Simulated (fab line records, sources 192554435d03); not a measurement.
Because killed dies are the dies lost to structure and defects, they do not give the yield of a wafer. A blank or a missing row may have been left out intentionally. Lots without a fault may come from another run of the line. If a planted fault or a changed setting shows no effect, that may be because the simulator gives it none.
Chamber matching / flow n5_finfet / 4 sister chambers for N5_BEOL_M11_STRIP_19 on rie_diel-01
The step strips in O2. 8 wafers are shown with their chamber, then 10 later ones without.

WAFERS, EACH WITH ITS CHAMBER
wafer=L074.2; chamber=2; drypump_motor_current_A (A)=5.2; showerhead_plenum_p_Torr (Torr)=2.08
wafer=L082.1; chamber=2; drypump_motor_current_A (A)=5.2; showerhead_plenum_p_Torr (Torr)=2.07
wafer=L083.4; chamber=0; drypump_motor_current_A (A)=6.1; showerhead_plenum_p_Torr (Torr)=2.15
wafer=L085.2; chamber=1; drypump_motor_current_A (A)=5.9; showerhead_plenum_p_Torr (Torr)=2.17
wafer=L085.4; chamber=3; drypump_motor_current_A (A)=5.8; showerhead_plenum_p_Torr (Torr)=2.13
wafer=L085.6; chamber=0; drypump_motor_current_A (A)=6.1; showerhead_plenum_p_Torr (Torr)=2.15
wafer=L084.3; chamber=1; drypump_motor_current_A (A)=6.0; showerhead_plenum_p_Torr (Torr)=2.17
wafer=L084.4; chamber=3; drypump_motor_current_A (A)=5.8; showerhead_plenum_p_Torr (Torr)=2.13

WAFERS WITH NO CHAMBER GIVEN
wafer=L084.6; drypump_motor_current_A (A)=6.1; showerhead_plenum_p_Torr (Torr)=2.15
wafer=L092.4; drypump_motor_current_A (A)=6.0; showerhead_plenum_p_Torr (Torr)=2.17
wafer=L092.5; drypump_motor_current_A (A)=6.1; showerhead_plenum_p_Torr (Torr)=2.15
wafer=L092.6; drypump_motor_current_A (A)=5.2; showerhead_plenum_p_Torr (Torr)=2.07
wafer=L093.1; drypump_motor_current_A (A)=6.1; showerhead_plenum_p_Torr (Torr)=2.14
wafer=L093.5; drypump_motor_current_A (A)=6.0; showerhead_plenum_p_Torr (Torr)=2.16
wafer=L093.6; drypump_motor_current_A (A)=6.1; showerhead_plenum_p_Torr (Torr)=2.14
wafer=L094.3; drypump_motor_current_A (A)=5.3; showerhead_plenum_p_Torr (Torr)=2.06
wafer=L094.4; drypump_motor_current_A (A)=5.3; showerhead_plenum_p_Torr (Torr)=2.06
wafer=L094.6; drypump_motor_current_A (A)=6.0; showerhead_plenum_p_Torr (Torr)=2.16

THE CHAMBER EACH PASSED THROUGH
wafer=L084.6; from the rows above=0; in truth=0
wafer=L092.4; from the rows above=1; in truth=1
wafer=L092.5; from the rows above=0; in truth=0
wafer=L092.6; from the rows above=2; in truth=2
wafer=L093.1; from the rows above=0; in truth=0
wafer=L093.5; from the rows above=can't be placed: 1 or 0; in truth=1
wafer=L093.6; from the rows above=0; in truth=0
wafer=L094.3; from the rows above=2; in truth=2
wafer=L094.4; from the rows above=2; in truth=2
wafer=L094.6; from the rows above=can't be placed: 1 or 0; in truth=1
Correctly placed: 8 of 10. Can't be placed from these rows: 2 (the true chamber is among the candidates in 2). Placed wrongly: 0.
How it was worked out, from the rows above alone: a wafer's distance from a chamber is the root of the sum, over the readings, of the square of ((its reading less the chamber's mean) divided by the reading's scatter). The wafer belongs to the nearest chamber; if the next one is less than 2 further off, it can't be placed. The mean given for a chamber averages the wafers shown for that chamber. The scatter: the root of (the sum of the squares of (reading less its chamber's mean) over the shown wafers, divided by (wafers less chambers)).
